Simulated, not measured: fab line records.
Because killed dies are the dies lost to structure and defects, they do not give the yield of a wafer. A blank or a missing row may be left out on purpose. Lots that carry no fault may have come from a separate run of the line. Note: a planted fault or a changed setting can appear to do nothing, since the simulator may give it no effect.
Split-lot study	flow n5 finfet	39 wafers read across 7 lots, on a route 1938 steps long

THE SPLIT ITSELF
At N5_HKMG_FIN_NWFM_ALD_20 (deposits TiAlC, target thk 2 nm, pulse time 3 s, purge time 2 s), the setting ald cycles was moved away from the recipe's 7 on 18 of the 39 wafers read, by -42.9% to +42.9%. For the rest of the wafers, this setting stayed at what the recipe calls for.

The reading is taken at the split's own step.

THE READING
TiAlC_of_HKMG_FIN_NWFM_ALD_20.thk nm (the simulator's own value, which no gauge read), in nm, at N5_HKMG_FIN_NWFM_ALD_20 (deposits TiAlC, target thk 2 nm, pulse time 3 s, purge time 2 s). There is no usual value for it anywhere in the file.

wafer	tool, chamber at the split	ald cycles as run	against the recipe	TiAlC_of_HKMG_FIN_NWFM_ALD_20.thk nm, nm	against lot-mates on the recipe
L075.1	ald metal-01, 2,3,0	7	recipe	2	-
L075.2	ald metal-01, 2,3,0	7	recipe	2	-
L075.3	ald metal-01, 2,3,0	7	recipe	2	-
L075.4	ald metal-01, 1,3,0	4	-42.9%	1.2	-0.8
L075.5	ald metal-01, 1,3,0	4	-42.9%	1.2	-0.8
L075.6	ald metal-01, 1,3,0	4	-42.9%	1.2	-0.8
L084.1	ald metal-03, 1,3,0	7	recipe	2	-
L084.3	ald metal-03, 1,3,0	7	recipe	2	-
L084.6	ald metal-03, 1,3,0	7	recipe	2	-
L084.2	ald metal-03, 0,2,3	5	-28.6%	1.4	-0.6
L084.4	ald metal-03, 0,2,3	5	-28.6%	1.4	-0.6
L084.5	ald metal-03, 0,2,3	5	-28.6%	1.4	-0.6
L085.1	ald metal-03, 1,3,3	7	recipe	2	-
L085.2	ald metal-03, 1,3,3	7	recipe	2	-
L085.6	ald metal-03, 1,3,3	7	recipe	2	-
L085.3	ald metal-03, 0,2,2	10	+42.9%	2.8	+0.8
L085.4	ald metal-03, 0,2,2	10	+42.9%	2.8	+0.8
L085.5	ald metal-03, 0,2,2	10	+42.9%	2.8	+0.8
L088.1	ald metal-03, 3,2,2	5	-28.6%	1.4	-0.6
L088.3	ald metal-03, 3,2,2	5	-28.6%	1.4	-0.6
L088.6	ald metal-03, 3,2,2	5	-28.6%	1.4	-0.6
L088.2	ald metal-03, 1,0,3	7	recipe	2	-
L088.4	ald metal-03, 1,0,3	7	recipe	2	-
L088.5	ald metal-03, 1,0,3	7	recipe	2	-
L089.1	ald metal-03, 1,3,3	7	recipe	2	-
L089.4	ald metal-03, 1,3,3	7	recipe	2	-
L089.5	ald metal-03, 1,3,3	7	recipe	2	-
L090.1	ald metal-01, 0,1,2	9	+28.6%	2.6	+0.6
L090.2	ald metal-01, 0,1,2	9	+28.6%	2.6	+0.6
L090.3	ald metal-01, 0,1,2	9	+28.6%	2.6	+0.6
L090.4	ald metal-01, 3,1,2	7	recipe	2	-
L090.5	ald metal-01, 3,1,2	7	recipe	2	-
L090.6	ald metal-01, 3,1,2	7	recipe	2	-
L092.1	ald metal-01, 2,3,0	7	recipe	2	-
L092.4	ald metal-01, 2,3,0	7	recipe	2	-
L092.5	ald metal-01, 2,3,0	7	recipe	2	-
L092.2	ald metal-01, 0,3	6	-14.3%	1.8	-0.2
L092.6	ald metal-01, 0,3	6	-14.3%	1.8	-0.2
L092.3	ald metal-01, 1	6	-14.3%	1.6	-0.4
When a row names more than one chamber, that row covers several wafers, and the file does not tell which wafer ran in which chamber.

THE FIT
A straight line over all 39 wafers: TiAlC_of_HKMG_FIN_NWFM_ALD_20.thk nm changes by +0.0196 nm for each +1% of ald cycles; r = +1.00; the points scatter about the line by 0.037 nm.
The same after taking each lot's own level away (the mean of its wafers on the recipe; 39 wafers): +0.0196 nm for each +1%; r = +1.00; scatter 0.037 nm.
According to that fit, moving ald cycles by its largest amount changes the reading by 0.84 nm.
The lots' own levels span 2.00 to 2.00 nm.
So the lot-to-lot level changes the slope little: the two slopes agree.
Check: with one of the wafers moved furthest among these (-42.9%) left out of the fit, the line predicts -0.845 nm for it against its lot-mates. Against them it came out at -0.8 nm.

THESE WAFERS: OTHER SPLITS
Before the reading, these wafers also passed through other splits. Each is held against what the fit with the lots' levels taken away leaves over:
other split on the same wafers	wafers away from the commonest value	r with TiAlC_of_HKMG_FIN_NWFM_ALD_20.thk nm (lot level and that fit taken away)
N5_FIN_SAQP_HM_DEP_03 time s	15	-0.40

THE FILE'S OWN FIT
TiAlC_of_HKMG_FIN_NWFM_ALD_20.thk nm changes by +0.0196 nm for each +1% of ald cycles, r = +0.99.
